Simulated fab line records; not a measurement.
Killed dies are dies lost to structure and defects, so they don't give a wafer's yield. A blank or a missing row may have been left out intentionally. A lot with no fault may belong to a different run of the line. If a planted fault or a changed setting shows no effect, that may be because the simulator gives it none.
Which tool did it?	flow n5_finfet	9 lots with 25 wafers sampled at 6 steps, on a route of 1938 steps

## WHAT THE GAUGES SHOWED, per wafer
N5_MOL_CONTACT_COAG_THK_MEAS_53. Usual: VIA_MOL_THK gives 43.8 nm (standard deviation 0.74).
lot	measured	on	VIA_MOL_THK (nm)	flag
L608	day 5 06:34	film_metro-01	43.5 45.0 45.6	
L609	day 5 09:27	film_metro-02	44.1 42.5 44.3	
L612	day 6 09:07	film_metro-01	42.9 43.2 43.5	
L616	day 7 09:22	film_metro-01	42.8 45.4 43.6	
L621	day 8 11:19	film_metro-02	43.6 44.9	
L622	day 8 13:27	film_metro-01	43.7 44.2	
L624	day 9 01:14	film_metro-01	42.2 43.8 43.6	
L625	day 9 09:41	film_metro-01	45.1 42.7 45.8	
L630	day 10 16:23	film_metro-01	43.8 43.4 44.4	

N5_BEOL_M4_RC_MEAS_101. Usual: DIBL_N 37.1 mV/V, standard deviation 2.6; DIBL_P 38 mV/V, standard deviation 3; IOFF_N 0.18 nA/um, standard deviation 0.052; IOFF_P 0.25 nA/um, standard deviation 0.06; ION_N 678 uA/um, standard deviation 15; ION_P 467 uA/um, standard deviation 8.6; SS_N 71.7 mV/dec, standard deviation 0.73; SS_P 73.7 mV/dec, standard deviation 0.89; VT_N 249 mV, standard deviation 4.3; VT_P -248 mV, standard deviation 3.8.
lot	measured	on	DIBL_N (mV/V)	DIBL_P (mV/V)	IOFF_N (nA/um)	IOFF_P (nA/um)	ION_N (uA/um)	ION_P (uA/um)	SS_N (mV/dec)	SS_P (mV/dec)	VT_N (mV)	VT_P (mV)	flag
L608	day 10 15:06	prober-01	33.4 32.1 32.3	34 32 33	0.13 0.12 0.10	0.20 0.16 0.17	648 659 648	455 458 454	72.0 70.9 70.4	72.2 71.6 71.5	254 253 260	-247 -252 -251	
L609	day 10 12:04	prober-02	34.6 40.1 36.5	36 42 38	0.13 0.26 0.17	0.18 0.29 0.22	657 688 667	448 468 459	70.1 72.2 72.0	72.9 74.8 72.7	253 242 249	-255 -245 -251	
L612	day 12 18:28	prober-02	40.6 38.6 39.5	39 38 37	0.20 0.19 0.19	0.30 0.30 0.26	661 674 692	466 477 475	73.0 71.6 71.4	74.1 74.0 73.9	248 247 248	-244 -243 -247	
L616	day 12 21:09	prober-02	40.1 41.5 40.5	41 40 39	0.23 0.26 0.26	0.33 0.32 0.30	688 700 686	477 475 470	71.7 73.2 71.8	74.0 74.5 74.3	246 243 242	-242 -243 -246	
L621	day 14 11:16	prober-02	36.4 35.0	36 33	0.15 0.13	0.20 0.17	684 664	466 455	71.6 71.5	73.5 72.6	252 257	-252 -254	
L622	day 14 04:40	prober-02	38.2 38.4	39 41	0.21 0.22	0.25 0.30	687 685	465 471	71.8 72.6	73.8 74.4	247 246	-250 -246	
L624	day 15 06:35	prober-01	38.9 38.1 40.2	39 40 41	0.21 0.19 0.25	0.29 0.34 0.35	685 683 692	470 478 478	72.4 72.1 72.4	73.9 73.0 74.0	247 246 243	-243 -242 -241	
L625	day 14 14:53	prober-02	36.8 37.6 42.1	38 39 43	0.15 0.18 0.30	0.25 0.29 0.40	675 680 712	469 478 482	71.2 71.5 72.6	73.1 73.6 75.5	253 247 241	-245 -245 -240	
L630	day 16 07:49	prober-02	36.5 37.0 38.3	39 39 41	0.19 0.19 0.23	0.26 0.26 0.30	704 674 700	484 462 477	71.2 72.0 71.3	74.6 73.8 74.7	244 248 245	-243 -248 -248	

## WHAT TOOL EACH LOT RAN ON (gives the tool, then ch and the chambers of the sampled wafers, and finally the start)
lot	N5_MOL_CONTACT_COAG_ALD_133	N5_MOL_CONTACT_COAG_ETCHBACK_136	N5_BEOL_M0_SAQP_PECVD_03	N5_BEOL_M0_ETCH_138
L608	ald_sin-03 ch 0,2, day 5 04:58	rie_diel-04 ch 1,2, day 5 05:24	pecvd-03 ch 0,2, day 5 10:10	rie_diel-04 ch 0,1,3, day 5 16:35
L609	ald_sin-04 ch 1,2, day 5 08:01	rie_diel-05 ch 0,2,3, day 5 08:19	pecvd-01 ch 2, day 5 13:10	rie_diel-04 ch 1,2,3, day 5 19:48
L612	ald_sin-01 ch 0,1,2, day 6 07:08	rie_diel-05 ch 2,3, day 6 07:28	pecvd-01 ch 0,2, day 6 12:41	rie_diel-05 ch 1,2,3, day 6 19:31
L616	ald_sin-04 ch 1,2, day 7 07:53	rie_diel-05 ch 0,3, day 7 08:11	pecvd-03 ch 0,1,2, day 7 14:58	rie_diel-01 ch 0,3, day 7 21:46
L621	ald_sin-04 ch 0,3, day 8 09:50	rie_diel-01 ch 0, day 8 10:11	pecvd-03 ch 0,2, day 8 14:55	rie_diel-01 ch 1, day 8 21:49
L622	ald_sin-04 ch 1,2, day 8 11:58	rie_diel-04 ch 1,2, day 8 12:13	pecvd-03 ch 1,2, day 8 18:14	rie_diel-05 ch 0,3, day 9 00:49
L624	ald_sin-04 ch 0,1,2, day 8 23:47	rie_diel-01 ch 0,1,3, day 9 00:05	pecvd-03 ch 0,1,2, day 9 09:00	rie_diel-01 ch 0,1,2, day 9 15:37
L625	ald_sin-04 ch 0,1,2, day 9 08:13	rie_diel-05 ch 1,2,3, day 9 08:31	pecvd-01 ch 0,1, day 9 13:16	rie_diel-05 ch 1,2,3, day 9 20:11
L630	ald_sin-04 ch 1,2,3, day 10 14:55	rie_diel-05 ch 0,2,3, day 10 15:13	pecvd-01 ch 1,2, day 10 23:05	rie_diel-01 ch 1,3, day 11 06:43
- N5_MOL_CONTACT_COAG_ALD_133: deposits SiO2, target thk 5 nm, pulse time 1 s, co reactant pulse time 1 s.
- N5_MOL_CONTACT_COAG_ETCHBACK_136: etches SiO2 in CHF3, target depth 25 nm, time 16.7 s.
- N5_BEOL_M0_SAQP_PECVD_03: deposits SiCN from 3MS/NH3, target thk 12 nm, time 21.1 s.
- N5_BEOL_M0_ETCH_138: etches SiCN in CH3F/O2, target depth 12 nm, time 31.6 s.

## WHAT THE TOOLS THEMSELVES READ (means of the sampled wafers that have a number; where no wafer has one, the mark that the record gives instead)
N5_MOL_CONTACT_COAG_ALD_133. Usual: heater_power_w 74 W, standard deviation 8; precursor_pulse_height_rel 1.002, standard deviation 0.019.
lot	tool	heater_power_w (W)	precursor_pulse_height_rel	flag
L608	ald_sin-03	68	1.016	
L609	ald_sin-04	73	0.998	
L612	ald_sin-01	81	0.997	
L616	ald_sin-04	74	0.994	
L621	ald_sin-04	74	1.003	
L622	ald_sin-04	72	1.022	
L624	ald_sin-04	72	0.996	
L625	ald_sin-04	73	1.007	
L630	ald_sin-04	71	1.002	

N5_MOL_CONTACT_COAG_ETCHBACK_136. Usual: drypump_motor_current_A 5.5 A, standard deviation 0.48; mfc_ar_sccm 200.0 sccm, standard deviation 0.6; oes_ar_750_au 0.79 a.u., standard deviation 0.077; oes_product_au 0.79 a.u., standard deviation 0.081; rf_vpp_V 526 V, standard deviation 15; showerhead_plenum_p_Torr 2.38 Torr, standard deviation 0.058; throttle_valve_pct 18.55 %, standard deviation 0.17.
lot	tool	drypump_motor_current_A (A)	mfc_ar_sccm (sccm)	oes_ar_750_au (a.u.)	oes_product_au (a.u.)	rf_vpp_V (V)	showerhead_plenum_p_Torr (Torr)	throttle_valve_pct (%)	flag
L608	rie_diel-04	5.4	199.9	0.81	0.83	544	2.42	18.46	
L609	rie_diel-05	5.3	199.6	0.75	0.75	534	2.39	18.62	
L612	rie_diel-05	5.3	199.9	0.85	0.86	536	2.39	18.44	
L616	rie_diel-05	5.3	200.1	0.84	0.85	532	2.38	18.54	
L621	rie_diel-01	5.5	200.0	0.71	0.71	537	2.38	18.80	
L622	rie_diel-04	5.6	200.3	0.80	0.82	544	2.42	18.57	
L624	rie_diel-01	5.4	200.3	0.77	0.76	525	2.39	18.60	
L625	rie_diel-05	5.7	200.6	0.85	0.85	527	2.36	18.45	
L630	rie_diel-05	5.3	200.6	0.81	0.82	534	2.38	18.53	

N5_BEOL_M0_SAQP_PECVD_03. Usual: run_length_s 51.4 s, standard deviation 0.53; showerhead_plenum_p_Torr 3.662 Torr, standard deviation 0.013; throttle_valve_pct 9.0 %, standard deviation 0.59.
lot	tool	run_length_s (s)	showerhead_plenum_p_Torr (Torr)	throttle_valve_pct (%)	flag
L608	pecvd-03	51.0	3.658	8.7	
L609	pecvd-01	51.5	3.642	8.6	
L612	pecvd-01	51.5	3.647	9.2	
L616	pecvd-03	51.6	3.660	8.9	
L621	pecvd-03	54.4	3.661	8.5	OFF
L622	pecvd-03	55.0	3.665	9.0	OFF
L624	pecvd-03	55.5	3.657	8.9	OFF
L625	pecvd-01	51.4	3.658	9.4	
L630	pecvd-01	51.2	3.652	8.7	

N5_BEOL_M0_ETCH_138. Usual: drypump_motor_current_A 5.6 A, standard deviation 0.5; etch_rf_on_time_s 28.7 s, standard deviation 0.92; mfc_ar_sccm 149.9 sccm, standard deviation 0.46; oes_product_au 0.66 a.u., standard deviation 0.069; rf_vpp_V 297.2 V, standard deviation 1.4; showerhead_plenum_p_Torr 2.00 Torr, standard deviation 0.052; throttle_valve_pct 16.19 %, standard deviation 0.2.
lot	tool	drypump_motor_current_A (A)	etch_rf_on_time_s (s)	mfc_ar_sccm (sccm)	oes_product_au (a.u.)	rf_vpp_V (V)	showerhead_plenum_p_Torr (Torr)	throttle_valve_pct (%)	flag
L608	rie_diel-04	6.2	27.7	150.2	0.67	298.7	2.04	16.24	
L609	rie_diel-04	5.9	28.9	149.7	0.69	297.9	2.04	16.10	
L612	rie_diel-05	5.7	27.9	149.7	0.76	297.1	1.99	15.99	
L616	rie_diel-01	5.6	28.6	149.9	0.69	296.7	1.96	16.07	
L621	rie_diel-01	5.1	30.5	150.3	0.64	298.9	2.09	16.29	
L622	rie_diel-05	5.2	30.1	149.9	0.74	297.0	1.99	16.09	
L624	rie_diel-01	5.2	30.9	149.7	0.61	296.3	2.00	16.36	
L625	rie_diel-05	5.7	27.5	150.0	0.73	296.6	1.98	16.03	
L630	rie_diel-01	5.2	29.0	150.5	0.64	297.5	2.03	16.20	

## THE ANSWER, worked out from the rows above alone
Rule: a lot is off if the mean of its wafers that have a number lies more than 3 standard deviations from the usual mean. Also off: a lot with no number at a reading for which 4 or more lots have one. All remaining lots with rows at the step are treated as sound. After the gauges, taken in route order, come the tools' own readings; for these a lot's mean is taken, as printed above. The first step at which some lot is off is used, and at that step the reading that is off furthest; a lot without a number counts as furthest.
Off: L621, L622, L624, at N5_BEOL_M0_SAQP_PECVD_03 (run_length_s).
A tool fits if, at that step or a process step before it, it ran every lot that is off, and no sound lot after the first of them. One candidate fits, namely pecvd-03 at N5_BEOL_M0_SAQP_PECVD_03. A fault onset in the window from L616 (day 7 14:58, its last sound lot) to L621 (day 8 14:55, its first lot off) fits.
The tool's own readings at N5_BEOL_M0_SAQP_PECVD_03 bear it out: on the lots that are off they differ by more than 5 times the standard deviation of the sound lots' means. run_length_s reads 55.0 s there against 51.4 s on the sound lots.

## WHAT THE SIMULATOR PUT IN
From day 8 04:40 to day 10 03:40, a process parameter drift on pecvd-03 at N5_BEOL_M0_SAQP_PECVD_03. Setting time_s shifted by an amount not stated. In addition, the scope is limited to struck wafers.
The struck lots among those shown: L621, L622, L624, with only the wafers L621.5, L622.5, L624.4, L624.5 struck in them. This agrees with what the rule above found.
